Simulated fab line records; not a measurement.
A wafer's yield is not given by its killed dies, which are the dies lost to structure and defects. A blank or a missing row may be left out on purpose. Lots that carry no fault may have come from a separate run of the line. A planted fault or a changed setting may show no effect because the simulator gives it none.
Which tool is to blame? | flow nandHarc | 6 lots with 18 wafers sampled at 5 steps, on a route of 1159 steps

## WHAT EACH GAUGE READ, for each wafer
NHARC_END_SORT_01.
lot  | measured     | on        | killedAtArray
L974 | day 22 01:00 | prober-02 | 45

## TOOL THAT RAN EACH LOT (tool first, then ch and the chambers of the sampled wafers, then the start)
lot  | NHARC_A_STAIRCASE_DEP_259       | NHARC_A_STAIRCASE_ETCH_292        | NHARC_A_STAIRCASE_STRIP_295       | NHARC_A_STAIRCASE_DEP_301
L967 | pecvd-02 ch 1,2, day 12 17:46   | rieDiel-07 ch 0,1,2, day 12 18:49 | rieDiel-07 ch 0,2,3, day 12 21:31 | pecvd-02 ch 0,1,2, day 13 00:26
L974 | pecvd-02 ch 1,2, day 14 17:23   | rieDiel-04 ch 0,1,3, day 14 18:28 | rieDiel-04 ch 1,2,3, day 14 19:55 | pecvd-03 ch 0,2, day 14 23:50
L977 | pecvd-03 ch 0,2, day 15 02:42   | rieDiel-04 ch 0,3, day 15 03:40   | rieDiel-04 ch 0,3, day 15 05:31   | pecvd-03 ch 0,1,2, day 15 08:37
L978 | pecvd-03 ch 1,2, day 15 19:04   | rieDiel-05 ch 0,3, day 15 21:31   | rieDiel-05 ch 1,2, day 15 22:52   | pecvd-02 ch 0,1, day 16 06:09
L982 | pecvd-02 ch 1,2, day 16 09:22   | rieDiel-07 ch 0,2,3, day 16 10:27 | rieDiel-07 ch 0,2,3, day 16 11:46 | pecvd-01 ch 0,1,2, day 16 17:02
L985 | pecvd-02 ch 0,1,2, day 17 00:15 | rieDiel-04 ch 0,2,3, day 17 01:22 | rieDiel-04 ch 1,2,3, day 17 02:51 | pecvd-01 ch 0,1,2, day 17 05:35
- NHARC_A_STAIRCASE_DEP_259: deposits SiON, target thk 30 nm.
- NHARC_A_STAIRCASE_ETCH_292: etches the open film in CF4/CHF3.
- NHARC_A_STAIRCASE_STRIP_295: strips in O2.
- NHARC_A_STAIRCASE_DEP_301: deposits SiON, target thk 30 nm.

## THE ANSWER, worked out from the rows above alone
Rule: the usual values come from the lots themselves. The widest of any qualifying gaps counts: lots, ordered by their means at a reading, are off when they make up no more than a third of the lots, leave a main group of 4 or more, and stand apart from it by 3 or more times the standard deviation of that group's means. A main group is skipped when, at the precision printed for the reading in the tables above, its means are all equal. Also off: a lot with no number at a reading for which 4 or more lots have one. Any other lot the step has rows for is counted as sound.
None of the lots is off at any reading shown; this tells nothing.

## WHAT WAS PUT IN BY THE SIMULATOR
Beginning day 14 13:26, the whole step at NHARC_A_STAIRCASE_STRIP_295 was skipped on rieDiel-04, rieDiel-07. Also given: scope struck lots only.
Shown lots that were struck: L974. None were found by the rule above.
